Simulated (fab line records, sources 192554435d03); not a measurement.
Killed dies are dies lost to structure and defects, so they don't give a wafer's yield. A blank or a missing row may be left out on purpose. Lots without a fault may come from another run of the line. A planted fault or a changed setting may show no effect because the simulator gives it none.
Chamber matching | flow n5_finfet | N5_BEOL_M15_CMP_49 on cmp-02: 4 sister chambers
The step polishes, stops on SiO2, t overpolish 4.9 s, target thk 850 nm. 4 wafers are shown with their chamber, then 12 later ones without.

WAFERS WITH THEIR CHAMBER
wafer  | chamber | motor_current_A (A)
L090.6 | 0       | 8.4
L089.1 | 1       | 8.3
L089.2 | 2       | 8.2
L089.4 | 3       | 8.9

WAFERS WITHOUT THEIR CHAMBER
wafer  | motor_current_A (A)
L087.1 | 8.5
L087.2 | 9.2
L087.6 | 9.0
L088.2 | 8.4
L088.5 | 8.5
L088.6 | 7.9
L094.2 | 9.4
L094.3 | 8.4
L094.4 | 7.9
L093.2 | 8.8
L093.3 | 7.9
L093.6 | 8.1

WHICH CHAMBER EACH WENT THROUGH
wafer  | from the rows above               | in truth
L087.1 | can't be placed: 0 or 1 or 2 or 3 | 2
L087.2 | 3                                 | 3
L087.6 | 3                                 | 3
L088.2 | can't be placed: 0 or 1 or 2      | 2
L088.5 | can't be placed: 0 or 1 or 2 or 3 | 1
L088.6 | can't be placed: 2 or 1 or 0      | 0
L094.2 | 3                                 | 3
L094.3 | can't be placed: 0 or 1 or 2      | 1
L094.4 | can't be placed: 2 or 1 or 0      | 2
L093.2 | can't be placed: 3 or 0 or 1      | 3
L093.3 | can't be placed: 2 or 1 or 0      | 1
L093.6 | can't be placed: 2 or 1 or 0      | 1
Placed correctly: 3 of 12. Can't be placed from these rows: 9 (the true chamber is among the candidates in 9). Placed wrongly: 0.
How it was worked out, from the rows above alone: a wafer's distance from a chamber is the root of the sum, over the readings, of the square of ((its reading less the chamber's mean) divided by the reading's scatter). The wafer belongs to the nearest chamber; if the next one is less than 2 further off, it can't be placed. A chamber's mean is the mean of its shown wafers. The scatter: with one shown wafer a chamber, the root of the mean of the squares of how far each hidden wafer lies from its nearest shown one.
